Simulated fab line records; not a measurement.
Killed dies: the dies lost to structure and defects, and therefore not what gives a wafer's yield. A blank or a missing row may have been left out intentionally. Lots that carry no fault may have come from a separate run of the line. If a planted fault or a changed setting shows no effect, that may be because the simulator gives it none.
fab line records	flow n5Finfet
record: lots: 24	wafers: 72	lastDay: 17
route steps=1938 shown BEOL_M1@825 BEOL_M2@883 BEOL_M3@997
lots with no fault: from the same line, run without faults
startH: hours from the record's first day to the start of the lot's first wafer shown	waitH: time in hours since the lot's previous step	" identical to the entry in the row above	L1.1+2: a row that stands for several wafers	- either no value or no given start	* or withheld: withheld	< > ~ a bound
route shown NAME@n: a module of which the file shows steps, and the number in the route of the first	usual: mean and standard deviation over wafers with no fault	same: alike in all rows	chamber/n: place in a boat	sites: the reading at each site	_std_site: standard deviation across them	_edge_site: mean of outer sites minus mean of inner sites	radiusMm: how far each site lies from the wafer's centre	mask NAME#n: copy n	behind: the tool/chamber that last shaped the wafer	hold: the reason the lot was held/the length of the hold in hours/how it ended	device: the n, p or np transistor that did not switch	end of line: tests run on the same wafers once the route is complete	a step given without rows: its recipe and nothing more	killed: dies lost to structure and defects at the first sort, not the wafer's yield	map: a wafer's dies, x killed, . not, _ none there
set.NAME: setting as actually run; set.NAME@STEP: the setting as run at that earlier step	model.NAME: the simulator's own value behind a step, which no gauge read
steps of the route over a sample of lots; a table a step, a row a wafer
services: from which hour (startH, from the record's first day; less than 0 if before it) a tool's chamber was out of use, for how many hours, and why
== steps ==
step: N5_BEOL_M1_ANNEAL_91
recipe: tempC: 400	timeS: 240	ambient: vacuum
usual: heaterPowerW: 883/120
lot.wafer	tool	chamber	startH	waitH	heaterPowerW
L074.2	pvdSputter-03	-	124.73	0.0	757
L074.3	"	-	"	"	809
L074.5	"	-	"	"	800
L075.1	pvdSputter-01	-	141.26	0.0	640
L075.3	"	-	"	"	848
L075.5	"	-	"	"	1074
L076.1	pvdSputter-03	-	144.01	0.0	762
L076.4	"	-	"	"	891
L076.6	"	-	"	"	751
L077.2	pvdSputter-01	-	144.27	0.0	848
L077.5	"	-	"	"	821
L077.6	"	-	"	"	1103
L078.1	pvdSputter-02	-	144.47	0.0	1013
L078.2	"	-	"	"	830
L078.4	"	-	"	"	1047
L079.1	pvdSputter-03	-	151.00	0.0	897
L079.2	"	-	"	"	778
L079.5	"	-	"	"	1019
L081.2	pvdSputter-02	-	166.28	0.0	827
L081.4	"	-	"	"	814
L081.5	"	-	"	"	1049
L080.2	pvdSputter-02	-	169.88	0.0	809
L080.3	"	-	"	"	1019
L080.4	"	-	"	"	815
L082.1	pvdSputter-02	-	175.41	0.0	1035
L082.3	"	-	"	"	795
L082.6	"	-	"	"	802
L083.1	pvdSputter-03	-	183.91	0.0	782
L083.2	"	-	"	"	896
L083.3	"	-	"	"	1000
L084.2	pvdSputter-01	-	188.46	0.0	652
L084.5	"	-	"	"	840
L084.6	"	-	"	"	786
L085.1	pvdSputter-02	-	196.25	0.0	791
L085.4	"	-	"	"	811
L085.5	"	-	"	"	1014
L086.2	pvdSputter-01	-	203.57	0.0	814
L086.4	"	-	"	"	841
L086.6	"	-	"	"	867
L087.1	pvdSputter-03	-	216.41	0.0	758
L087.3	"	-	"	"	996
L087.5	"	-	"	"	763
L088.1	pvdSputter-03	-	219.45	0.0	891
L088.2	"	-	"	"	741
L088.4	"	-	"	"	1000
L089.2	pvdSputter-01	-	223.59	0.0	1064
L089.3	"	-	"	"	844
L089.5	"	-	"	"	663
L090.2	pvdSputter-01	-	227.12	0.0	1095
L090.3	"	-	"	"	811
L090.4	"	-	"	"	656
L091.3	pvdSputter-01	-	234.39	0.0	842
L091.4	"	-	"	"	816
L091.6	"	-	"	"	1121
L092.1	pvdSputter-03	-	236.78	0.0	881
L092.2	"	-	"	"	764
L092.5	"	-	"	"	813
L093.4	pvdSputter-02	-	241.70	0.0	806
L093.5	"	-	"	"	1029
L093.6	"	-	"	"	1019
L094.2	pvdSputter-02	-	248.78	0.0	996
L094.3	"	-	"	"	821
L094.4	"	-	"	"	827
L095.1	pvdSputter-02	-	251.76	0.0	1030
L095.4	"	-	"	"	820
L095.5	"	-	"	"	828
L096.1	pvdSputter-02	-	263.91	0.0	797
L096.2	"	-	"	"	1028
L096.6	"	-	"	"	1019
L097.1	pvdSputter-01	-	265.39	0.0	792
L097.3	"	-	"	"	1083
L097.5	"	-	"	"	836
step: N5_BEOL_M1_DEP_57
recipe: material: SiCN	targetThkA: 80	tempC: withheld	precursor: 3MS/NH3	pressureTorr: 3	rfW: 202	timeS: 14
usual: showerheadPlenumPTorr: 3.665/0.012	throttleValvePct: 9.0/0.45
lot.wafer	tool	chamber	startH	waitH	showerheadPlenumPTorr	sinceWetCleanH	throttleValvePct
L074.2	pecvd-02	2	126.63	0.0	3.647	77	8.4
L074.3	"	1	"	"	3.681	1556	8.9
L074.5	"	2	"	"	3.662	-	8.3
L075.1	pecvd-03	1	143.00	0.0	3.679	1753	9.1
L075.3	"	2	"	"	3.667	274	8.7
L075.5	"	1	"	"	3.669	-	8.7
L076.1	pecvd-03	1	145.57	0.0	3.677	1756	9.2
L076.4	"	1	"	"	3.684	-	8.8
L076.6	"	2	"	"	3.673	-	8.7
L077.2	pecvd-04	2	145.83	0.0	3.669	2118	9.7
L077.5	"	0	"	"	3.649	-	9.1
L077.6	"	2	"	"	3.675	-	9.6
L078.1	pecvd-04	1	146.04	0.0	3.661	1394	9.3
L078.2	"	2	"	"	3.667	2119	9.9
L078.4	"	2	"	"	3.659	-	10.0
L079.1	pecvd-03	2	153.12	0.0	3.679	284	9.1
L079.2	"	1	"	"	3.672	1763	9.0
L079.5	"	2	"	"	3.668	-	8.9
L081.2	pecvd-03	1	167.84	0.0	3.673	1778	8.8
L081.4	"	1	"	"	3.684	-	9.1
L081.5	"	0	"	"	3.654	-	9.3
L080.2	pecvd-02	1	171.50	0.0	3.683	1600	8.9
L080.3	"	2	"	"	3.652	121	8.2
L080.4	"	2	"	"	3.658	-	8.5
L082.1	pecvd-02	1	177.01	0.0	3.686	1606	8.7
L082.3	"	2	"	"	3.653	127	8.5
L082.6	"	0	"	"	3.659	-	9.5
L083.1	pecvd-02	2	185.60	0.0	3.652	135	8.2
L083.2	"	0	"	"	3.656	889	9.6
L083.3	"	1	"	"	3.696	1614	8.8
L084.2	pecvd-02	2	190.04	0.0	3.662	140	8.2
L084.5	"	2	"	"	3.657	-	8.4
L084.6	"	1	"	"	3.688	-	8.8
L085.1	pecvd-03	1	197.81	0.0	3.671	1808	9.5
L085.4	"	1	"	"	3.677	-	9.2
L085.5	"	2	"	"	3.666	-	8.9
L086.2	pecvd-02	2	205.25	0.0	3.658	155	8.1
L086.4	"	2	"	"	3.655	-	8.3
L086.6	"	0	"	"	3.661	-	9.3
L087.1	pecvd-03	0	217.98	0.0	3.650	1103	9.5
L087.3	"	2	"	"	3.669	349	8.7
L087.5	"	0	"	"	3.656	-	9.1
L088.1	pecvd-04	1	221.24	0.0	3.655	1469	9.2
L088.2	"	0	"	"	3.661	744	8.9
L088.4	"	1	"	"	3.664	-	9.5
L089.2	pecvd-02	2	225.15	0.0	3.658	175	8.4
L089.3	"	0	"	"	3.665	929	9.4
L089.5	"	1	"	"	3.674	-	9.1
L090.2	pecvd-02	1	228.70	0.0	3.680	1658	8.7
L090.3	"	2	"	"	3.652	179	8.3
L090.4	"	1	"	"	3.681	-	9.1
L091.3	pecvd-04	1	236.23	0.0	3.661	1484	8.9
L091.4	"	2	"	"	3.661	-	8.1
L091.6	"	0	"	"	3.664	-	9.1
L092.1	pecvd-03	0	238.46	0.0	3.653	1124	9.2
L092.2	"	1	"	"	3.687	1849	8.9
L092.5	"	0	"	"	3.658	-	9.5
L093.4	pecvd-02	0	243.28	0.0	3.662	-	9.6
L093.5	"	1	"	"	3.686	-	8.9
L093.6	"	2	"	"	3.661	-	8.3
L094.2	pecvd-02	0	250.41	0.0	3.662	954	9.5
L094.3	"	2	"	"	3.656	200	8.2
L094.4	"	1	"	"	3.692	-	8.7
L095.1	pecvd-03	2	253.38	0.0	3.673	385	9.0
L095.4	"	2	"	"	3.674	-	8.8
L095.5	"	0	"	"	3.658	-	9.1
L096.1	pecvd-04	1	265.52	0.0	3.650	1513	9.3
L096.2	"	2	"	"	3.666	34	8.0
L096.6	"	1	"	"	3.658	-	9.1
L097.1	pecvd-04	0	266.95	0.0	3.663	790	9.3
L097.3	"	1	"	"	3.646	1515	9.1
L097.5	"	2	"	"	3.661	-	8.2
step: N5_BEOL_M2_ETCHBACK_99
recipe: chemistry: CHF3	target: SiO2	targetDepthA: 50	timeS: 10.4	sourceW: 215	biasW: 47	Ar_flow_sccm: 200	CHF3_flow_sccm: 12	ionEnergyEv: 100	pressureMtorr: 30
usual: drypumpMotorCurrentA: 5.6/0.5	oesProductAu: 0.79/0.086	rfVppV: 241/3	showerheadPlenumPTorr: 2.15/0.075	throttleValvePct: 17.09/0.25
lot.wafer	tool	chamber	startH	waitH	drypumpMotorCurrentA	oesProductAu	rfHoursCounterH	rfVppV	showerheadPlenumPTorr	throttleValvePct
L074.2	rieDiel-01	1	138.09	9.3	5.7	0.67	248	236	2.11	17.25
L074.3	"	3	"	"	6.5	0.89	34	245	2.28	16.70
L074.5	"	0	"	"	5.6	0.74	-	241	2.12	17.21
L075.1	rieDiel-06	0	150.76	3.8	5.0	0.74	182	236	2.22	17.26
L075.3	"	3	"	"	4.9	0.82	69	245	2.08	16.64
L075.5	"	1	"	"	5.4	0.80	-	245	2.18	17.06
L076.1	rieDiel-03	3	151.00	3.2	5.8	0.97	5	242	2.20	16.96
L076.4	"	2	"	"	5.8	0.71	200	242	2.06	17.30
L076.6	"	3	"	"	5.8	0.97	-	243	2.20	16.95
L077.2	rieDiel-01	2	151.10	3.0	5.1	0.78	99	239	2.27	17.36
L077.5	"	3	"	"	6.5	0.87	-	245	2.27	16.72
L077.6	"	2	"	"	5.1	0.79	-	237	2.27	17.38
L078.1	rieDiel-06	3	151.13	0.9	4.9	0.83	69	243	2.08	16.65
L078.2	"	1	"	"	5.4	0.81	93	245	2.18	17.07
L078.4	"	0	"	"	5.0	0.73	183	234	2.22	17.25
L079.1	rieDiel-01	2	160.41	3.5	5.2	0.79	103	238	2.27	17.38
L079.2	"	3	"	"	6.5	0.86	43	243	2.27	16.70
L079.5	"	0	"	"	5.6	0.73	-	242	2.12	17.24
L081.2	rieDiel-01	3	171.58	1.5	6.5	0.86	47	245	2.27	16.72
L081.4	"	2	"	"	5.1	0.78	107	237	2.27	17.39
L081.5	"	1	"	"	5.7	0.97	-	236	2.11	16.81
L080.2	rieDiel-03	1	175.70	1.5	4.8	0.80	99	241	2.10	16.78
L080.3	"	2	"	"	5.8	0.71	208	241	2.05	17.30
L080.4	"	3	"	"	5.8	0.95	13	243	2.19	16.96
L082.1	rieDiel-03	2	181.48	1.1	5.8	0.70	210	241	2.05	17.32
L082.3	"	1	"	"	4.8	0.79	101	241	2.10	16.80
L082.6	"	3	"	"	5.8	0.94	-	244	2.19	16.97
L083.1	rieDiel-03	2	197.72	9.2	5.8	0.71	217	243	2.05	17.33
L083.2	"	1	"	"	4.9	0.79	107	242	2.09	16.81
L083.3	"	3	"	"	5.8	0.92	21	242	2.19	16.96
L084.2	rieDiel-03	2	198.09	4.3	5.7	0.70	217	242	2.05	17.34
L084.5	"	1	"	"	4.9	0.79	-	240	2.09	16.80
L084.6	"	2	"	"	5.8	0.71	-	241	2.05	17.32
L085.1	rieDiel-03	1	200.79	0.1	4.9	0.79	109	240	2.09	16.79
L085.4	"	2	"	"	5.8	0.70	218	241	2.05	17.33
L085.5	"	0	"	"	6.3	0.70	-	241	2.21	17.27
L086.2	rieDiel-01	0	211.69	4.3	5.6	0.71	223	241	2.11	17.27
L086.4	"	1	"	"	5.7	0.92	18	236	2.11	16.82
L086.6	"	1	"	"	5.8	0.92	-	234	2.11	16.83
L087.1	rieDiel-01	1	222.79	1.5	5.7	0.91	22	235	2.11	16.82
L087.3	"	3	"	"	6.5	0.83	67	245	2.26	16.76
L087.5	"	1	"	"	5.7	0.91	-	236	2.11	16.84
L088.1	rieDiel-03	3	225.79	0.3	5.8	0.89	33	242	2.19	17.01
L088.2	"	0	"	"	6.3	0.70	234	242	2.21	17.30
L088.4	"	3	"	"	5.8	0.90	-	242	2.19	17.01
L089.2	rieDiel-06	1	227.45	0.1	5.4	0.78	120	244	2.17	17.13
L089.3	"	0	"	"	5.0	0.72	203	235	2.21	17.31
L089.5	"	0	"	"	5.1	0.71	-	235	2.21	17.30
L090.2	rieDiel-03	1	233.87	1.8	4.8	0.78	114	241	2.09	16.83
L090.3	"	0	"	"	6.3	0.69	237	241	2.21	17.29
L090.4	"	2	"	"	5.8	0.69	231	240	2.05	17.34
L091.3	rieDiel-03	3	242.43	2.6	5.8	0.88	38	241	2.19	17.00
L091.4	"	2	"	"	5.8	0.68	233	242	2.05	17.34
L091.6	"	0	"	"	6.3	0.69	-	242	2.20	17.33
L092.1	rieDiel-01	0	243.47	1.9	5.6	0.70	233	240	2.11	17.27
L092.2	"	3	"	"	6.5	0.83	74	245	2.26	16.76
L092.5	"	1	"	"	5.7	0.90	-	236	2.10	16.85
L093.4	rieDiel-01	1	246.51	1.2	5.8	0.90	30	234	2.10	16.86
L093.5	"	3	"	"	6.5	0.82	-	245	2.26	16.78
L093.6	"	2	"	"	5.1	0.76	-	236	2.26	17.43
L094.2	rieDiel-06	2	255.05	0.6	5.2	0.77	139	244	2.06	17.15
L094.3	"	0	"	"	5.0	0.70	212	236	2.21	17.31
L094.4	"	2	"	"	5.2	0.78	-	243	2.06	17.17
L095.1	rieDiel-01	2	258.95	3.0	5.1	0.76	140	239	2.26	17.44
L095.4	"	3	"	"	6.5	0.83	79	244	2.26	16.78
L095.5	"	2	"	"	5.1	0.75	-	237	2.26	17.44
L096.1	rieDiel-03	0	268.81	0.9	6.3	0.68	249	241	2.20	17.32
L096.2	"	2	"	"	5.8	0.68	243	242	2.04	17.36
L096.6	"	0	"	"	6.3	0.68	-	241	2.20	17.31
L097.1	rieDiel-03	1	272.75	2.1	4.8	0.77	129	242	2.09	16.84
L097.3	"	3	"	"	5.8	0.88	47	243	2.18	17.01
L097.5	"	3	"	"	5.8	0.88	-	241	2.18	17.02
step: N5_BEOL_M2_ALD_84
recipe: material: TaN	targetThkA: *	tempC: 275	aldPrecursorFamily: PDMAT	aldCoReactant: NH3	pressureTorr: 3	carrierFlowSccm: 1500	pulseTimeS: 2	purgeTimeS: 3	coReactantPurgeTimeS: 2	coReactantPulseTimeS: 3	aldCycles: 30	precursorVesselTempC: 75	precursorVesselPressureTorr: 26.25	precursorVesselCarrierSccm: 1000
usual: heaterPowerW: 420/50
same: aldCycles: 30
lot.wafer	tool	chamber	startH	waitH	heaterPowerW	sinceWetCleanH
L074.2	aldMetal-01	1	139.30	0.0	435	1341
L074.3	"	3	"	"	382	1341
L074.5	"	2	"	"	468	-
L075.1	aldMetal-02	0	151.90	0.1	366	5969
L075.3	"	3	"	"	348	5969
L075.5	"	1	"	"	393	-
L076.1	aldMetal-01	3	152.02	0.1	396	1353
L076.4	"	1	"	"	436	1353
L076.6	"	1	"	"	443	-
L077.2	aldMetal-02	0	152.10	0.1	374	5969
L077.5	"	0	"	"	379	-
L077.6	"	3	"	"	353	-
L078.1	aldMetal-01	1	152.22	0.2	438	1354
L078.2	"	2	"	"	460	1354
L078.4	"	0	"	"	426	1354
L079.1	aldMetal-04	0	161.52	0.0	395	2901
L079.2	"	2	"	"	359	2901
L079.5	"	3	"	"	536	-
L081.2	aldMetal-04	2	174.27	0.0	356	2914
L081.4	"	3	"	"	510	2914
L081.5	"	1	"	"	440	-
L080.2	aldMetal-01	2	176.39	0.0	475	1378
L080.3	"	0	"	"	425	1378
L080.4	"	3	"	"	392	1378
L082.1	aldMetal-02	0	182.35	0.0	372	5999
L082.3	"	3	"	"	358	5999
L082.6	"	0	"	"	367	-
L083.1	aldMetal-02	1	198.48	0.1	391	6015
L083.2	"	2	"	"	487	6015
L083.3	"	0	"	"	363	6015
L084.2	aldMetal-02	0	198.87	0.0	363	6016
L084.5	"	0	"	"	366	-
L084.6	"	3	"	"	354	-
L085.1	aldMetal-01	2	201.61	0.0	472	1403
L085.4	"	3	"	"	388	1403
L085.5	"	2	"	"	478	-
L086.2	aldMetal-04	3	212.73	0.0	530	2953
L086.4	"	1	"	"	444	2953
L086.6	"	2	"	"	361	-
L087.1	aldMetal-02	2	224.16	0.1	494	6041
L087.3	"	1	"	"	400	6041
L087.5	"	3	"	"	349	-
L088.1	aldMetal-02	2	226.74	0.0	479	6044
L088.2	"	1	"	"	390	6044
L088.4	"	3	"	"	369	6044
L089.2	aldMetal-04	3	229.74	0.0	522	2970
L089.3	"	0	"	"	401	2970
L089.5	"	3	"	"	531	-
L090.2	aldMetal-04	3	235.13	0.0	537	2975
L090.3	"	2	"	"	369	2975
L090.4	"	0	"	"	389	2975
L091.3	aldMetal-04	2	243.52	0.1	375	2983
L091.4	"	1	"	"	438	2983
L091.6	"	2	"	"	366	-
L092.1	aldMetal-01	1	244.31	0.1	435	1446
L092.2	"	2	"	"	479	1446
L092.5	"	1	"	"	427	-
L093.4	aldMetal-01	3	247.43	0.1	385	1449
L093.5	"	3	"	"	393	-
L093.6	"	0	"	"	436	-
L094.2	aldMetal-01	0	256.12	0.1	422	1457
L094.3	"	1	"	"	429	1457
L094.4	"	3	"	"	395	1457
L095.1	aldMetal-01	1	259.91	0.0	423	1461
L095.4	"	0	"	"	423	1461
L095.5	"	3	"	"	384	-
L096.1	aldMetal-01	3	270.28	0.0	395	1472
L096.2	"	0	"	"	435	1472
L096.6	"	0	"	"	424	-
L097.1	aldMetal-04	1	273.86	0.0	441	3014
L097.3	"	0	"	"	393	3014
L097.5	"	1	"	"	428	-
step: N5_BEOL_M2_SPUTTER_90
recipe: material: Cu	targetThkA: 45	tempC: -20	chamberPressurePa: 0.07	powerW: withheld	timeS: 8.29
usual: throttleValvePct: 30.4/0.85
lot.wafer	tool	chamber	startH	waitH	throttleValvePct
L074.2	pvdSputter-02	-	141.04	0.1	31.6
L074.3	"	-	"	"	29.8
L074.5	"	-	"	"	30.7
L075.1	pvdSputter-02	-	153.52	0.1	29.6
L075.3	"	-	"	"	31.5
L075.5	"	-	"	"	31.4
L076.1	pvdSputter-03	-	153.73	0.1	29.8
L076.4	"	-	"	"	29.5
L076.6	"	-	"	"	29.8
L077.2	pvdSputter-01	-	153.85	0.1	31.1
L077.5	"	-	"	"	30.4
L077.6	"	-	"	"	31.3
L078.1	pvdSputter-02	-	155.44	0.1	29.9
L078.2	"	-	"	"	31.4
L078.4	"	-	"	"	29.7
L079.1	pvdSputter-02	-	163.16	0.1	29.7
L079.2	"	-	"	"	29.8
L079.5	"	-	"	"	29.7
L081.2	pvdSputter-01	-	175.91	0.1	30.4
L081.4	"	-	"	"	30.3
L081.5	"	-	"	"	30.5
L080.2	pvdSputter-02	-	178.04	0.1	29.8
L080.3	"	-	"	"	31.5
L080.4	"	-	"	"	30.9
L082.1	pvdSputter-01	-	185.61	0.1	31.8
L082.3	"	-	"	"	30.4
L082.6	"	-	"	"	30.4
L083.1	pvdSputter-02	-	200.13	0.1	29.5
L083.2	"	-	"	"	29.8
L083.3	"	-	"	"	30.4
L084.2	pvdSputter-03	-	200.43	0.1	31.1
L084.5	"	-	"	"	29.3
L084.6	"	-	"	"	31.5
L085.1	pvdSputter-03	-	203.19	0.1	29.6
L085.4	"	-	"	"	29.5
L085.5	"	-	"	"	29.8
L086.2	pvdSputter-03	-	214.49	0.1	31.5
L086.4	"	-	"	"	29.8
L086.6	"	-	"	"	29.5
L087.1	pvdSputter-02	-	225.98	0.1	29.5
L087.3	"	-	"	"	31.4
L087.5	"	-	"	"	30.7
L088.1	pvdSputter-03	-	228.62	0.1	29.7
L088.2	"	-	"	"	29.6
L088.4	"	-	"	"	31.4
L089.2	pvdSputter-02	-	231.71	0.1	30.7
L089.3	"	-	"	"	31.5
L089.5	"	-	"	"	29.9
L090.2	pvdSputter-01	-	236.68	0.1	29.9
L090.3	"	-	"	"	30.2
L090.4	"	-	"	"	31.3
L091.3	pvdSputter-01	-	245.77	0.1	31.4
L091.4	"	-	"	"	30.3
L091.6	"	-	"	"	31.9
L092.1	pvdSputter-03	-	246.78	0.1	29.9
L092.2	"	-	"	"	31.4
L092.5	"	-	"	"	29.6
L093.4	pvdSputter-01	-	249.25	0.1	30.1
L093.5	"	-	"	"	32.1
L093.6	"	-	"	"	30.5
L094.2	pvdSputter-03	-	258.62	0.1	29.4
L094.3	"	-	"	"	29.8
L094.4	"	-	"	"	29.9
L095.1	pvdSputter-02	-	261.63	0.1	29.7
L095.4	"	-	"	"	30.0
L095.5	"	-	"	"	29.4
L096.1	pvdSputter-03	-	272.00	0.1	31.1
L096.2	"	-	"	"	29.8
L096.6	"	-	"	"	29.6
L097.1	pvdSputter-03	-	275.56	0.1	31.4
L097.3	"	-	"	"	29.4
L097.5	"	-	"	"	29.5
step: N5_BEOL_M3_ANNEAL_80
recipe: tempC: 400	timeS: 240	ambient: vacuum
usual: heaterPowerW: 883/130
lot.wafer	tool	chamber	startH	waitH	heaterPowerW
L074.2	pvdSputter-01	-	146.89	0.0	1086
L074.3	"	-	"	"	660
L074.5	"	-	"	"	838
L076.1	pvdSputter-03	-	163.71	0.0	888
L076.4	"	-	"	"	756
L076.6	"	-	"	"	822
L075.1	pvdSputter-03	-	165.55	0.0	814
L075.3	"	-	"	"	992
L075.5	"	-	"	"	990
L077.2	pvdSputter-03	-	169.11	0.0	996
L077.5	"	-	"	"	972
L077.6	"	-	"	"	794
L078.1	pvdSputter-01	-	170.65	0.0	1105
L078.2	"	-	"	"	800
L078.4	"	-	"	"	670
L079.1	pvdSputter-03	-	172.33	0.0	778
L079.2	"	-	"	"	1002
L079.5	"	-	"	"	995
L081.2	pvdSputter-01	-	182.89	0.0	656
L081.4	"	-	"	"	807
L081.5	"	-	"	"	1088
L080.2	pvdSputter-02	-	187.38	0.0	992
L080.3	"	-	"	"	823
L080.4	"	-	"	"	818
L082.1	pvdSputter-02	-	197.25	0.0	1031
L082.3	"	-	"	"	816
L082.6	"	-	"	"	1006
L083.1	pvdSputter-02	-	206.32	0.0	1037
L083.2	"	-	"	"	819
L083.3	"	-	"	"	796
L084.2	pvdSputter-02	-	213.47	0.0	1006
L084.5	"	-	"	"	1040
L084.6	"	-	"	"	1014
L085.1	pvdSputter-01	-	213.72	0.0	854
L085.4	"	-	"	"	821
L085.5	"	-	"	"	841
L086.2	pvdSputter-01	-	220.87	0.0	1080
L086.4	"	-	"	"	663
L086.6	"	-	"	"	805
L087.1	pvdSputter-01	-	237.72	0.0	650
L087.3	"	-	"	"	808
L087.5	"	-	"	"	1094
L088.1	pvdSputter-01	-	241.40	0.0	850
L088.2	"	-	"	"	672
L088.4	"	-	"	"	1077
L089.2	pvdSputter-03	-	243.90	0.0	818
L089.3	"	-	"	"	885
L089.5	"	-	"	"	883
L090.2	pvdSputter-02	-	244.86	0.0	1052
L090.3	"	-	"	"	1051
L090.4	"	-	"	"	812
L091.3	pvdSputter-01	-	251.26	0.0	1095
L091.4	"	-	"	"	658
L091.6	"	-	"	"	650
L092.1	pvdSputter-03	-	253.96	0.0	986
L092.2	"	-	"	"	893
L092.5	"	-	"	"	811
L093.4	pvdSputter-02	-	256.99	0.0	824
L093.5	"	-	"	"	815
L093.6	"	-	"	"	778
L094.2	pvdSputter-01	-	275.84	0.0	831
L094.3	"	-	"	"	817
L094.4	"	-	"	"	1057
L095.1	pvdSputter-01	-	281.59	0.0	1069
L095.4	"	-	"	"	826
L095.5	"	-	"	"	1090
L096.1	pvdSputter-01	-	284.76	0.0	854
L096.2	"	-	"	"	797
L096.6	"	-	"	"	1092
L097.1	pvdSputter-01	-	286.88	0.0	1062
L097.3	"	-	"	"	845
L097.5	"	-	"	"	642
== services ==
tool	chamber	startH	hours	kind
aldMetal-04	-	106.59	1.0	repair
rieDiel-03	3	115.55	-	clean
rieDiel-03	3	115.55	-	consumableReplace:focusRing
rieDiel-03	3	115.55	23.0	scheduledDown
pvdSputter-03	-	121.68	0.6	repair
pvdSputter-02	-	124.42	3.5	repair
pecvd-02	-	136.08	14.6	pm
aldMetal-02	2	136.13	25.2	repair
rieDiel-03	2	140.46	3.9	repair
pecvd-03	-	141.25	0.5	repair
pecvd-02	0	153.68	4.6	repair
rieDiel-03	0	187.82	10.9	repair
rieDiel-06	0	188.36	17.2	repair
aldMetal-04	-	197.73	8.7	pm
rieDiel-03	1	213.27	14.2	repair
aldMetal-01	-	217.42	8.7	pm
rieDiel-03	0	218.88	6.2	repair
aldMetal-01	3	227.22	2.6	repair
pecvd-03	2	237.15	4.5	repair
rieDiel-06	1	254.91	6.7	repair
rieDiel-06	3	258.08	2.7	repair
pvdSputter-03	-	278.15	5.5	repair
aldMetal-01	3	280.37	2.7	repair
aldMetal-01	-	281.92	2.0	repair
== key ==
fault none
